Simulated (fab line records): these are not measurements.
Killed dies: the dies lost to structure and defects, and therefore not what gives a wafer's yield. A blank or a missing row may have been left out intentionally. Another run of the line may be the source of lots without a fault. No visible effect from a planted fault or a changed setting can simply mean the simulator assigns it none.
Matching of chambers + flow n5Finfet + N5_BEOL_M0_SAQP_DESCUM_45 on rieDiel-06 has 4 sister chambers
The step chemistry O2, time 7 s. 7 wafers are shown with their chamber, then 7 later ones without.

== WAFERS WITH THEIR CHAMBER ==
| wafer  | chamber | oesProductAu (a.u.) | rfVppV (V) |
|--------|---------|---------------------|------------|
| L076.6 | 1       | 0.69                | 244.7      |
| L079.3 | 1       | 0.69                | 244.6      |
| L084.2 | 2       | 0.89                | 244.4      |
| L084.4 | 3       | 0.91                | 241.8      |
| L084.5 | 3       | 0.92                | 243.3      |
| L085.1 | 0       | 0.81                | 242.4      |
| L085.2 | 2       | 0.91                | 242.3      |

== WAFERS WHOSE CHAMBER IS MISSING ==
| wafer  | oesProductAu (a.u.) | rfVppV (V) |
|--------|---------------------|------------|
| L085.3 | 0.68                | 244.0      |
| L095.2 | 0.87                | 243.6      |
| L095.3 | 0.79                | 244.5      |
| L095.5 | 0.86                | 245.0      |
| L097.1 | 0.88                | 243.2      |
| L097.2 | 0.87                | 244.7      |
| L097.4 | 0.79                | 244.1      |

== WHICH CHAMBER EACH WENT THROUGH ==
| wafer  | from the rows above          | in truth |
|--------|------------------------------|----------|
| L085.3 | 1                            | 1        |
| L095.2 | can't be placed: 2 or 3      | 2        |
| L095.3 | 0                            | 0        |
| L095.5 | can't be placed: 2 or 0 or 3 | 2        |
| L097.1 | can't be placed: 2 or 3      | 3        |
| L097.2 | can't be placed: 2 or 3      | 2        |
| L097.4 | 0                            | 0        |
Correctly placed: 3 of 7. Unplaceable from these rows: 4, with the true chamber sitting among the candidates in 4. Number placed wrongly: 0.
How it was worked out, from the rows above alone: a wafer's distance from a chamber is the root of the sum, over the readings, of the square of ((its reading less the chamber's mean) divided by the reading's scatter). The wafer belongs to the nearest chamber; if the next one is less than 2 further off, it can't be placed. Each chamber's mean is taken over the wafers shown for it. The scatter: take each reading less its chamber's mean, square it, sum over the shown wafers, divide by the number of wafers less the number of chambers, and take the root.
